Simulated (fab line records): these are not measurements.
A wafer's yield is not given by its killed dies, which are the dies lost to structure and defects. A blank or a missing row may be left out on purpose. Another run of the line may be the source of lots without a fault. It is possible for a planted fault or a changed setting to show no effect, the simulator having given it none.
Matching of chambers || flow nand-harc || NHARC_A_CHANNEL_FILL_D1_CMP_10 on cmp-01 has 4 sister chambers
The step polishes, target thk 150 nm. 8 wafers are shown with their chamber, then 10 later ones without.

WAFERS PAIRED WITH THEIR CHAMBERS
{"wafer": "L082.2", "chamber": 2, "time-to-endpoint-s (s)": 18.6, "motor-current-A (A)": 11.4}
{"wafer": "L085.4", "chamber": 2, "time-to-endpoint-s (s)": 17.6, "motor-current-A (A)": 11.4}
{"wafer": "L085.6", "chamber": 3, "time-to-endpoint-s (s)": 12.8, "motor-current-A (A)": 11.5}
{"wafer": "L084.1", "chamber": 0, "time-to-endpoint-s (s)": 15.1, "motor-current-A (A)": 12.6}
{"wafer": "L084.2", "chamber": 1, "time-to-endpoint-s (s)": 18.0, "motor-current-A (A)": 11.5}
{"wafer": "L084.4", "chamber": 3, "time-to-endpoint-s (s)": 11.9, "motor-current-A (A)": 11.7}
{"wafer": "L087.2", "chamber": 1, "time-to-endpoint-s (s)": 17.1, "motor-current-A (A)": 11.8}
{"wafer": "L087.3", "chamber": 0, "time-to-endpoint-s (s)": 14.5, "motor-current-A (A)": 12.6}

WAFERS MISSING THEIR CHAMBER
{"wafer": "L087.6", "time-to-endpoint-s (s)": 8.9, "motor-current-A (A)": 11.7}
{"wafer": "L090.1", "time-to-endpoint-s (s)": 17.5, "motor-current-A (A)": 11.7}
{"wafer": "L090.5", "time-to-endpoint-s (s)": 12.3, "motor-current-A (A)": 12.2}
{"wafer": "L090.6", "time-to-endpoint-s (s)": 13.4, "motor-current-A (A)": 12.5}
{"wafer": "L092.2", "time-to-endpoint-s (s)": 18.7, "motor-current-A (A)": 11.8}
{"wafer": "L092.3", "time-to-endpoint-s (s)": 11.7, "motor-current-A (A)": 11.6}
{"wafer": "L092.5", "time-to-endpoint-s (s)": 15.0, "motor-current-A (A)": 12.4}
{"wafer": "L094.2", "time-to-endpoint-s (s)": 16.8, "motor-current-A (A)": 12.4}
{"wafer": "L094.5", "time-to-endpoint-s (s)": 12.3, "motor-current-A (A)": 11.9}
{"wafer": "L094.6", "time-to-endpoint-s (s)": 12.8, "motor-current-A (A)": 12.1}

CHAMBER TAKEN BY EACH
{"wafer": "L087.6", "from the rows above": 3, "in truth": 3}
{"wafer": "L090.1", "from the rows above": 1, "in truth": 1}
{"wafer": "L090.5", "from the rows above": "can't be placed: 3 or 0", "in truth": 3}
{"wafer": "L090.6", "from the rows above": 0, "in truth": 0}
{"wafer": "L092.2", "from the rows above": "can't be placed: 1 or 2", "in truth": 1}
{"wafer": "L092.3", "from the rows above": 3, "in truth": 3}
{"wafer": "L092.5", "from the rows above": 0, "in truth": 0}
{"wafer": "L094.2", "from the rows above": 0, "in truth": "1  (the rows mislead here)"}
{"wafer": "L094.5", "from the rows above": 3, "in truth": 3}
{"wafer": "L094.6", "from the rows above": "can't be placed: 3 or 0", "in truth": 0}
Correctly placed: 6 of 10. From these rows, 3 cannot be placed; in 3 the true chamber is one of the candidates. Placed wrongly: 1.
How it was worked out, from the rows above alone: a wafer's distance from a chamber is the root of the sum, over the readings, of the square of ((its reading less the chamber's mean) divided by the reading's scatter). The wafer belongs to the nearest chamber; if the next one is less than 2 further off, it can't be placed. A chamber's mean is the mean of its shown wafers. The scatter: take each reading less its chamber's mean, square it, sum over the shown wafers, divide by the number of wafers less the number of chambers, and take the root.
